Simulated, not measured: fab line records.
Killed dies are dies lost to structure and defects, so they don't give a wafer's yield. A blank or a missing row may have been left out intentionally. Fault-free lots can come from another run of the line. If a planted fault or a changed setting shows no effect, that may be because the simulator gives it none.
fab line records | flow nand-harc
[record] lots = 5 | wafers = 15 | last-day = 24
route steps=1159 shown A_M1@1038 END@1159
lots that met no fault: from a run of the same line without faults
start-h: the number of hours between the record's first day and the start of the first shown wafer of the lot | wait-h: hours since the lot's step before | " identical to the entry in the row above | L1.1+2: a single row standing in for several wafers | - either no value or no given start | * or withheld: withheld | < > ~ a bound
route shown NAME@n: a module of which the file shows steps, and the number in the route of the first | usual: the fault-free wafers' mean and standard deviation | same: alike in all rows | chamber/n: place in a boat | sites: each site's reading | _std_site: their standard deviation | _edge_site: inner sites' mean taken away from outer sites' mean | radius-mm: for every site, how far away it sits from the centre of the wafer | mask NAME#n: copy n | behind: the last tool/chamber to shape the wafer | hold: reason for holding the lot/hours on hold/outcome of the hold | device: which transistor (n, p or np) failed to switch | end of line: tests of these same wafers at the route's end | a step given without rows: its recipe and nothing more | killed: at the first sort, the dies lost to defects and structure; wafer yield is something else | map: the dies of a wafer, with x for killed, . for not killed, _ for no die there
set.NAME: the setting that was run; set.NAME@STEP: the one run at that earlier step | model.NAME: the simulator's own value behind a step, which no gauge read
certain route steps with their lots: each step a table, each wafer a row
services: the hour from which a tool's chamber was out of use, counted from the record's first day as start-h (under 0 if before that day), plus the number of hours and why
[[steps]]
[step NHARC_A_M1_INSPECT_11]
[usual] raw-defect-count = 31/13
lot.wafer | tool              | chamber | start-h | wait-h | raw-defect-count
L439.1    | defect-inspect-02 | -       | 400.62  | 0.0    | 22
L439.4    | "                 | -       | "       | "      | 10
L439.5    | "                 | -       | "       | "      | 22
L445.3    | defect-inspect-02 | -       | 458.16  | 0.0    | 23
L445.5    | "                 | -       | "       | "      | 21
L445.6    | "                 | -       | "       | "      | 20
L451.3    | defect-inspect-02 | -       | 484.13  | 0.0    | 9
L451.5    | "                 | -       | "       | "      | 8
L451.6    | "                 | -       | "       | "      | 7
L460.1    | defect-inspect-01 | -       | 520.48  | 0.0    | 43
L460.3    | "                 | -       | "       | "      | 36
L460.6    | "                 | -       | "       | "      | 37
L461.1    | defect-inspect-02 | -       | 537.99  | 0.0    | 15
L461.2    | "                 | -       | "       | "      | 32
L461.6    | "                 | -       | "       | "      | 18
[step NHARC_A_M1_DESCUM_14]
[recipe] time-s = 3 | o2-flow-sccm = 200 | ar-flow-sccm = 0 | bias-power-w = 0 | chemistry = O2
[step NHARC_A_M1_ETCH_35]
[recipe] target-depth-a = 400 | overetch-a = 120 | time-s = 43.94 | ion-energy-ev = 200 | n2-flow-sccm = 150 | h2-flow-sccm = 150 | ar-flow-sccm = 0 | rf-w = 400 | bias-w = 150 | chemistry = N2/H2
[usual] drypump-motor-current-A = 5.5/0.5 | oes-product-au = 1.002/0.013 | rf-fwd-power-W = 396.1/1.6 | rf-vpp-V = 430.9/2.9 | showerhead-plenum-p-Torr = 2.05/0.1 | throttle-valve-pct = 14.172/0.009
lot.wafer | tool        | chamber | start-h | wait-h | drypump-motor-current-A | oes-product-au | rf-fwd-power-W | rf-hours-counter-h | rf-vpp-V | showerhead-plenum-p-Torr | throttle-valve-pct
L439.4    | rie-diel-11 | 3       | 400.76  | 0.1    | 5.8                     | 1.018          | 396.1          | 2                  | 429.3    | 1.96                     | 14.160
L439.1    | "           | 0       | "       | "      | 5.0                     | 1.009          | 394.4          | 2                  | 434.2    | 2.17                     | 14.170
L439.5    | "           | 3       | "       | "      | 5.8                     | 1.023          | 395.8          | -                  | 427.2    | 1.96                     | 14.181
L445.3    | rie-diel-05 | 0       | 458.31  | 0.1    | 5.9                     | 0.998          | 397.7          | 2                  | 429.3    | 2.01                     | 14.170
L445.6    | "           | 0       | "       | "      | 5.9                     | 0.996          | 396.7          | -                  | 429.9    | 2.01                     | 14.170
L445.5    | "           | 1       | "       | "      | 4.8                     | 1.029          | 393.9          | -                  | 432.1    | 2.11                     | 14.192
L451.3    | rie-diel-11 | 3       | 484.28  | 0.1    | 5.8                     | 1.008          | 394.5          | 7                  | 428.5    | 1.96                     | 14.169
L451.6    | "           | 3       | "       | "      | 5.7                     | 1.005          | 393.3          | -                  | 428.9    | 1.96                     | 14.164
L451.5    | "           | 0       | "       | "      | 5.0                     | 1.002          | 397.6          | -                  | 434.4    | 2.17                     | 14.180
L460.3    | rie-diel-11 | 3       | 520.63  | 0.1    | 5.8                     | 0.996          | 396.3          | 9                  | 429.6    | 1.96                     | 14.172
L460.1    | "           | 2       | "       | "      | 5.4                     | 1.006          | 395.0          | 10                 | 426.8    | 1.93                     | 14.173
L460.6    | "           | 3       | "       | "      | 5.8                     | 0.991          | 394.7          | -                  | 428.2    | 1.96                     | 14.150
L461.1    | rie-diel-05 | 2       | 538.14  | 0.1    | 6.3                     | 0.983          | 395.3          | 0                  | 430.4    | 2.00                     | 14.158
L461.2    | "           | 1       | "       | "      | 4.8                     | 1.019          | 393.0          | 0                  | 432.5    | 2.11                     | 14.160
L461.6    | "           | 2       | "       | "      | 6.3                     | 0.988          | 393.9          | -                  | 429.1    | 2.00                     | 14.171
[step NHARC_A_M1_ETCH_15]
[recipe] target-depth-a = 1825 | time-s = 91.2 | c4f8-flow-sccm = withheld | ar-flow-sccm = 400 | rf-w = 600 | bias-w = 300 | chemistry = C4F8/Ar
[step NHARC_A_M1_CD_MEAS_16]
[usual] cd-nm = 119.7/0.83
lot.wafer | tool      | chamber | start-h | wait-h | cd-nm
L439.1    | cd-sem-03 | -       | 400.99  | -      | 120.1
L439.4    | "         | -       | "       | "      | 121.1
L439.5    | "         | -       | "       | "      | 120.5
L445.3    | cd-sem-02 | -       | 458.53  | -      | 119.3
L445.5    | "         | -       | "       | "      | 118.5
L445.6    | "         | -       | "       | "      | 118.8
L451.3    | cd-sem-01 | -       | 484.50  | -      | 119.7
L451.5    | "         | -       | "       | "      | 119.9
L451.6    | "         | -       | "       | "      | 121.0
L460.1    | cd-sem-03 | -       | 520.85  | -      | 118.0
L460.3    | "         | -       | "       | "      | 118.9
L460.6    | "         | -       | "       | "      | 118.8
L461.1    | cd-sem-03 | -       | 538.37  | -      | 118.4
L461.2    | "         | -       | "       | "      | 118.9
L461.6    | "         | -       | "       | "      | 120.8
[step NHARC_A_M1_STRIP_18]
[recipe] power-w = 1000 | n2-flow-sccm = 150 | h2-flow-sccm = 150 | ar-flow-sccm = 0 | bias-w = 0 | chemistry = N2/H2
[usual] drypump-motor-current-A = 5.5/0.47 | oes-product-au = 1.001/0.012 | rf-fwd-power-W = 997/3.2 | rf-vpp-V = 90.7/1.1 | showerhead-plenum-p-Torr = 2.05/0.1 | throttle-valve-pct = 14.172/0.0078
lot.wafer | tool        | chamber | start-h | wait-h | drypump-motor-current-A | oes-product-au | rf-fwd-power-W | rf-hours-counter-h | rf-vpp-V | showerhead-plenum-p-Torr | throttle-valve-pct
L439.4    | rie-diel-11 | 0       | 401.07  | 0.1    | 5.0                     | 0.992          | 992            | 2                  | 91.0     | 2.17                     | 14.169
L439.1    | "           | 1       | "       | "      | 4.9                     | 1.019          | 1001           | 2                  | 89.9     | 1.93                     | 14.171
L439.5    | "           | 1       | "       | "      | 4.9                     | 1.015          | 1000           | -                  | 88.9     | 1.93                     | 14.175
L445.3    | rie-diel-11 | 1       | 458.60  | 0.1    | 4.9                     | 1.009          | 993            | 5                  | 90.4     | 1.92                     | 14.163
L445.5    | "           | 1       | "       | "      | 4.9                     | 1.010          | 997            | -                  | 88.9     | 1.92                     | 14.185
L445.6    | "           | 2       | "       | "      | 5.4                     | 1.002          | 993            | -                  | 90.0     | 1.93                     | 14.175
L451.3    | rie-diel-05 | 3       | 484.64  | 0.1    | 4.9                     | 0.997          | 998            | 4                  | 90.0     | 2.20                     | 14.174
L451.5    | "           | 0       | "       | "      | 6.0                     | 0.978          | 998            | -                  | 90.3     | 2.01                     | 14.181
L451.6    | "           | 3       | "       | "      | 4.9                     | 0.993          | 993            | -                  | 91.6     | 2.20                     | 14.184
L460.3    | rie-diel-11 | 2       | 520.92  | 0.1    | 5.4                     | 1.004          | 995            | 10                 | 91.8     | 1.93                     | 14.168
L460.1    | "           | 3       | "       | "      | 5.8                     | 0.999          | 998            | 9                  | 88.8     | 1.96                     | 14.168
L460.6    | "           | 0       | "       | "      | 5.0                     | 1.018          | 1000           | -                  | 91.9     | 2.17                     | 14.170
L461.2    | rie-diel-11 | 2       | 538.47  | 0.1    | 5.4                     | 0.996          | 990            | 10                 | 89.7     | 1.93                     | 14.168
L461.1    | "           | 0       | "       | "      | 5.0                     | 1.010          | 996            | 10                 | 91.6     | 2.17                     | 14.168
L461.6    | "           | 2       | "       | "      | 5.4                     | 0.991          | 999            | -                  | 88.5     | 1.93                     | 14.173
[step NHARC_A_M1_ETCH_28]
[recipe] target-depth-a = 300 | over-etch-frac = 0.3 | time-s = 72.99 | ion-energy-ev = 150 | cf4-flow-sccm = 50 | n2-flow-sccm = 100 | ar-flow-sccm = 150 | rf-w = 300 | bias-w = 100 | chemistry = CF4/N2
[usual] drypump-motor-current-A = 5.5/0.46 | oes-product-au = 1.000/0.012 | rf-fwd-power-W = 298.0/0.99 | rf-vpp-V = 314.2/2.3 | showerhead-plenum-p-Torr = 2.63/0.12 | throttle-valve-pct = 19.793/0.0087
lot.wafer | tool        | chamber | start-h | wait-h | drypump-motor-current-A | oes-product-au | rf-fwd-power-W | rf-hours-counter-h | rf-vpp-V | showerhead-plenum-p-Torr | throttle-valve-pct
L439.4    | rie-diel-11 | 1       | -       | -      | 4.9                     | 1.022          | 298.5          | 2                  | 311.2    | 2.49                     | 19.796
L439.1    | "           | 0       | "       | "      | 5.0                     | 1.004          | 298.3          | 2                  | 317.7    | 2.78                     | 19.793
L439.5    | "           | 1       | "       | "      | 4.9                     | 1.021          | 297.7          | -                  | 313.1    | 2.49                     | 19.793
L445.3    | rie-diel-11 | 1       | -       | -      | 4.9                     | 1.011          | 297.8          | 5                  | 312.5    | 2.49                     | 19.801
L445.5    | "           | 2       | "       | "      | 5.4                     | 1.006          | 296.1          | -                  | 311.5    | 2.50                     | 19.794
L445.6    | "           | 3       | "       | "      | 5.7                     | 0.999          | 297.0          | -                  | 313.1    | 2.54                     | 19.790
L451.3    | rie-diel-05 | 2       | -       | -      | 6.3                     | 1.014          | 296.8          | 4                  | 314.1    | 2.57                     | 19.794
L451.6    | "           | 2       | "       | "      | 6.3                     | 1.010          | 295.9          | -                  | 313.7    | 2.57                     | 19.805
L451.5    | "           | 0       | "       | "      | 6.0                     | 0.993          | 300.1          | -                  | 313.7    | 2.59                     | 19.803
L460.1    | rie-diel-11 | 2       | -       | -      | 5.4                     | 0.999          | 297.3          | 10                 | 312.5    | 2.50                     | 19.792
L460.3    | "           | 0       | "       | "      | 5.0                     | 1.005          | 298.7          | 9                  | 316.8    | 2.78                     | 19.797
L460.6    | "           | 0       | "       | "      | 5.1                     | 1.000          | 298.8          | -                  | 318.7    | 2.78                     | 19.791
L461.2    | rie-diel-11 | 1       | -       | -      | 4.9                     | 1.008          | 297.4          | 9                  | 311.2    | 2.49                     | 19.799
L461.1    | "           | 3       | "       | "      | 5.8                     | 1.006          | 297.7          | 11                 | 313.1    | 2.53                     | 19.784
L461.6    | "           | 1       | "       | "      | 4.9                     | 1.005          | 297.2          | -                  | 312.8    | 2.49                     | 19.805
[step NHARC_A_M1_STRIP_19]
[recipe] time-s = 600 | temp-c = 30 | chemistry = post-etch-residue-remover
[step NHARC_A_M1_DEGAS_29]
[recipe] temp-c = 250 | time-s = 60
[step NHARC_A_M1_PRE_CLEAN_30]
[recipe] time-s = 30 | temp-c = 280 | gas = H2/He
[step NHARC_A_M1_PVD_20]
[recipe] target-thk-a = 50 | bias-v = 168.6 | power-w = 15000 | chamber-pressure-pa = 0.12 | time-s = 8.06 | substrate-temp-c = 50 | material = TaN
[usual] throttle-valve-pct = 30.3/1.2
lot.wafer | tool           | chamber | start-h | wait-h | throttle-valve-pct
L439.1    | pvd-sputter-03 | -       | -       | -      | 31.2
L439.4    | "              | -       | "       | "      | 31.3
L439.5    | "              | -       | "       | "      | 31.2
L445.3    | pvd-sputter-02 | -       | -       | -      | 31.0
L445.5    | "              | -       | "       | "      | 28.9
L445.6    | "              | -       | "       | "      | 29.1
L451.3    | pvd-sputter-02 | -       | -       | -      | 29.0
L451.5    | "              | -       | "       | "      | 29.0
L451.6    | "              | -       | "       | "      | 28.9
L460.3    | pvd-sputter-03 | -       | -       | -      | 31.4
L460.1    | "              | -       | "       | "      | 28.8
L460.6    | "              | -       | "       | "      | 29.4
L461.2    | pvd-sputter-03 | -       | -       | -      | 31.0
L461.1    | "              | -       | "       | "      | 31.4
L461.6    | "              | -       | "       | "      | 29.2
[step NHARC_A_M1_PVD_21]
[recipe] target-thk-a = 300 | chamber-pressure-pa = 5 | power-w = 5000 | substrate-temp-c = 30 | time-s = 20.49 | material = Cu
[usual] throttle-valve-pct = 30.3/1.1
lot.wafer | tool           | chamber | start-h | wait-h | throttle-valve-pct
L439.1    | pvd-sputter-03 | -       | -       | -      | 31.3
L439.4    | "              | -       | "       | "      | 31.2
L439.5    | "              | -       | "       | "      | 28.7
L445.3    | pvd-sputter-02 | -       | -       | -      | 29.4
L445.5    | "              | -       | "       | "      | 30.7
L445.6    | "              | -       | "       | "      | 29.0
L451.3    | pvd-sputter-02 | -       | -       | -      | 29.2
L451.6    | "              | -       | "       | "      | 31.0
L451.5    | "              | -       | "       | "      | 30.9
L460.1    | pvd-sputter-03 | -       | -       | -      | 31.2
L460.3    | "              | -       | "       | "      | 28.3
L460.6    | "              | -       | "       | "      | 29.6
L461.1    | pvd-sputter-03 | -       | -       | -      | 31.3
L461.2    | "              | -       | "       | "      | 29.4
L461.6    | "              | -       | "       | "      | 30.9
[step NHARC_A_M1_ECD_22]
[recipe] target-thk-a = 4000 | bath-temp-c = 25 | material = Cu
lot.wafer  | tool      | chamber | start-h | wait-h
L439.1+4+5 | ecd-cu-01 | 0       | 402.13  | -
L445.3+5+6 | ecd-cu-02 | 1,0,1   | 459.81  | -
L451.3+5+6 | ecd-cu-02 | 0,0,1   | 485.89  | -
L460.1+3+6 | ecd-cu-01 | 1,1,0   | 521.99  | -
L461.2+1+6 | ecd-cu-01 | 0,1,0   | 539.82  | -
[step NHARC_A_M1_ANNEAL_31]
[recipe] temp-c = 225 | time-s = 90
[step NHARC_A_M1_CMP_23]
[recipe] t-overpolish-s = 20 | target-thk-nm = 154.34
[usual] motor-current-A = 11.9/0.88 | time-to-endpoint-s = 29.5/2.6
lot.wafer | tool   | chamber | start-h | wait-h | motor-current-A | time-to-endpoint-s
L439.4    | cmp-01 | 1       | 402.84  | -      | 11.3            | 30.3
L439.1    | "      | 3       | "       | "      | 12.1            | 29.4
L439.5    | "      | 0       | "       | "      | 12.0            | 30.9
L445.3    | cmp-01 | 1       | 460.41  | -      | 11.5            | 31.6
L445.6    | "      | 0       | "       | "      | 11.7            | 36.4
L445.5    | "      | 1       | "       | "      | 10.9            | 31.2
L451.3    | cmp-04 | 2       | 486.56  | -      | 11.9            | 29.4
L451.6    | "      | 1       | "       | "      | 10.8            | 25.2
L451.5    | "      | 2       | "       | "      | 11.5            | 43.2
L460.1    | cmp-04 | 0       | 522.72  | -      | 11.7            | 25.9
L460.3    | "      | 1       | "       | "      | 11.5            | 25.6
L460.6    | "      | 0       | "       | "      | 11.6            | 26.4
L461.2    | cmp-01 | 1       | 540.58  | -      | 11.2            | 31.1
L461.1    | "      | 2       | "       | "      | 13.2            | 30.1
L461.6    | "      | 0       | "       | "      | 11.4            | 33.4
[step NHARC_A_M1_THK_MEAS_24]
[recipe] thk-meas-gauge = xrf
[usual] thk-nm = 154.6/1.6
lot.wafer | tool          | chamber | start-h | wait-h | thk-nm
L439.1    | film-metro-01 | -       | 403.13  | -      | 155.2
L439.4    | "             | -       | "       | "      | 157.0
L439.5    | "             | -       | "       | "      | 159.2
L445.3    | film-metro-01 | -       | 460.69  | -      | 153.1
L445.5    | "             | -       | "       | "      | 153.0
L445.6    | "             | -       | "       | "      | 154.8
L451.3    | film-metro-02 | -       | 486.85  | -      | 152.9
L451.5    | "             | -       | "       | "      | 152.2
L451.6    | "             | -       | "       | "      | 152.7
L460.1    | film-metro-02 | -       | 523.03  | -      | 153.2
L460.3    | "             | -       | "       | "      | 156.1
L460.6    | "             | -       | "       | "      | 153.0
L461.1    | film-metro-01 | -       | 540.86  | -      | 157.1
L461.2    | "             | -       | "       | "      | 156.8
L461.6    | "             | -       | "       | "      | 156.6
[step NHARC_END_SORT_01]
[recipe] temp-c = 25
[usual] defect-limited-yield = 95.4/1.5 | killed-at-array = 27/9.9 | killed-at-other = 0.6/0.84 | killed-at-periphery = 3.7/2.5 | killed-dies = 31/9.9 | killed-open = 3.0/1.6 | killed-short = 1.9/1.2 | sort_bin_2_pct = 1.5/0.6 | sort_bin_3_pct = 0.26/0.21 | sort_bin_4_pct = 2.9/0.98 | sort-n-pass = 646/9.9 | sort-rim-yield-pct = 96.3/2.4 | sort-yield-pct = 95.4/1.5
[same] gross-dies = 677 | sort_bin_5_pct[%] = 0 | sort_bin_6_pct[%] = 0 | sort_bin_7_pct[%] = 0 | sort_bin_8_pct[%] = 0 | sort-rim-n-gross = 106.00
lot.wafer | tool      | chamber | start-h | wait-h | defect-limited-yield[%] | killed-at-array | killed-at-other | killed-at-periphery | killed-dies | killed-open | killed-short | sort_bin_2_pct[%] | sort_bin_3_pct[%] | sort_bin_4_pct[%] | sort-n-pass | sort-rim-yield-pct[%] | sort-yield-pct[%]
L445.3    | prober-02 | 0       | 502.96  | 3.1    | 96.6                    | 21              | 0               | 2                   | 23          | 3           | 2            | 0.9               | 0.15              | 2.4               | 654         | 99.1                  | 96.6
L445.5    | prober-02 | 0       | 504.55  | 3.7    | 96.8                    | 22              | 0               | 0                   | 22          | 2           | 2            | 1.0               | 0.30              | 1.9               | 655         | 100.0                 | 96.8
L445.6    | prober-02 | 0       | 505.35  | 4.0    | 96.9                    | 21              | 0               | 0                   | 21          | 3           | 1            | 1.3               | 0.15              | 1.6               | 656         | 95.3                  | 96.9
L460.1    | prober-02 | 0       | 558.31  | 2.5    | 93.4                    | 41              | 1               | 3                   | 45          | 4           | 1            | 1.6               | 0.30              | 4.7               | 632         | 95.3                  | 93.4
L460.3    | prober-02 | 0       | 559.92  | 3.1    | 95.4                    | 30              | 0               | 1                   | 31          | 3           | 0            | 1.8               | 0                 | 2.8               | 646         | 100.0                 | 95.4
L460.6    | prober-02 | 0       | 562.33  | 4.0    | 94.7                    | 34              | 0               | 2                   | 36          | 4           | 1            | 1.3               | 0.30              | 3.7               | 641         | 95.3                  | 94.7
// killed by level:class
L445.3 A_SLIT:chamber-film-flake=12 A_CHANNEL_HOLE_D1:chamber-film-flake=3 P_CONTACT:geometric-particle:open=1 A_SOURCE_PLATE:geometric-particle:open=1 A_STAIRCASE:geometric-particle:short=1 A_WL_FILL:geometric-particle:short=1 A_WL_FILL:geometric-particle:open=1 P_GATE:chamber-film-flake=1
L445.5 A_SLIT:chamber-film-flake=13 A_CONTACT:geometric-particle:open=2 A_WL_FILL:chamber-film-flake=2 A_CHANNEL_FILL_D1:geometric-particle:short=1 A_SGD_CUT:geometric-particle:short=1 A_CHANNEL_HOLE_D1:chamber-film-flake=1 A_STAIRCASE:chamber-film-flake=1 A_CONTACT:chamber-film-flake=1
L445.6 A_SLIT:chamber-film-flake=7 A_CHANNEL_HOLE_D1:chamber-film-flake=4 A_CHANNEL_FILL_D1:chamber-film-flake=2 A_STAIRCASE:chamber-film-flake=2 A_CHANNEL_FILL_D1:geometric-particle:open=1 A_CONTACT:geometric-particle:open=1 A_BLC:geometric-particle:open=1 A_M0:geometric-particle:short=1
L460.1 A_SLIT:chamber-film-flake=23 A_CHANNEL_HOLE_D1:chamber-film-flake=8 A_STAIRCASE:chamber-film-flake=4 P_M0:geometric-particle:open=1 A_WL_FILL:geometric-particle:short=1 A_CONTACT:geometric-particle:open=1 A_M1:geometric-particle:open=1 STARTING-WAFER:geometric-particle:open=1
L460.3 A_SLIT:chamber-film-flake=13 A_CHANNEL_HOLE_D1:chamber-film-flake=4 A_STAIRCASE:chamber-film-flake=4 A_CONTACT:chamber-film-flake=2 A_M0:chamber-film-flake=2 A_CHANNEL_HOLE_D1:geometric-particle:open=1 A_WL_FILL:geometric-particle:open=1 A_M1:geometric-particle:open=1
L460.6 A_SLIT:chamber-film-flake=18 A_CHANNEL_HOLE_D1:chamber-film-flake=6 A_M0:chamber-film-flake=3 A_CONTACT:geometric-particle:open=2 A_STAIRCASE:chamber-film-flake=2 P_M0:geometric-particle:open=1 A_WL_FILL:geometric-particle:short=1 A_M1:geometric-particle:open=1
[[services]]
tool           | chamber | start-h | hours | kind
ecd-cu-02      | -       | 377.07  | 1.6   | repair
cmp-01         | -       | 379.48  | 0.8   | repair
pvd-sputter-02 | -       | 392.12  | 10.0  | pm
cmp-04         | -       | 399.00  | 4.0   | pm
rie-diel-11    | 0       | 400.00  | -     | clean
cmp-01         | -       | 410.16  | 4.3   | repair
rie-diel-05    | 0       | 415.93  | 11.9  | repair
rie-diel-05    | 0       | 428.79  | 9.7   | repair
cmp-01         | -       | 435.86  | 0.5   | repair
rie-diel-05    | 1       | 437.75  | 1.6   | repair
ecd-cu-02      | -       | 446.16  | 3.1   | repair
ecd-cu-01      | -       | 448.75  | 8.0   | pm
pvd-sputter-03 | -       | 458.00  | 10.0  | pm
cmp-04         | -       | 463.06  | 1.6   | repair
rie-diel-11    | -       | 471.22  | 0.8   | repair
cmp-01         | -       | 473.63  | 4.0   | pm
rie-diel-05    | 1       | 477.45  | 9.4   | repair
cmp-01         | -       | 480.07  | 0.4   | repair
rie-diel-05    | 1       | 496.11  | 7.8   | repair
cmp-04         | -       | 497.00  | 4.0   | pm
rie-diel-05    | -       | 517.61  | 9.0   | pm
rie-diel-11    | 1       | 520.78  | 6.3   | repair
ecd-cu-02      | -       | 536.69  | 8.0   | pm
rie-diel-11    | -       | 538.83  | 0.6   | repair
[[key]]
[first-sign] step = NHARC_A_M1_CMP_23 | reading = time-to-endpoint-s | direction = up | sigmas = 5.3 | usual = * | struck = *
effect none on later readings
met-at NHARC_A_M1_ECD_22
struck-wafers L451.5
onset-between 459.81 485.89
[fault] kind = process-parameter-drift | tool = ecd-cu-02 | chamber = - | onset-h = 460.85 | steps = NHARC_A_M1_ECD_22 | channel = target-thk-a | offset = * | shape = step | end-h = 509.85 | scope = struck-wafers-only | acts-in = * | stated = *
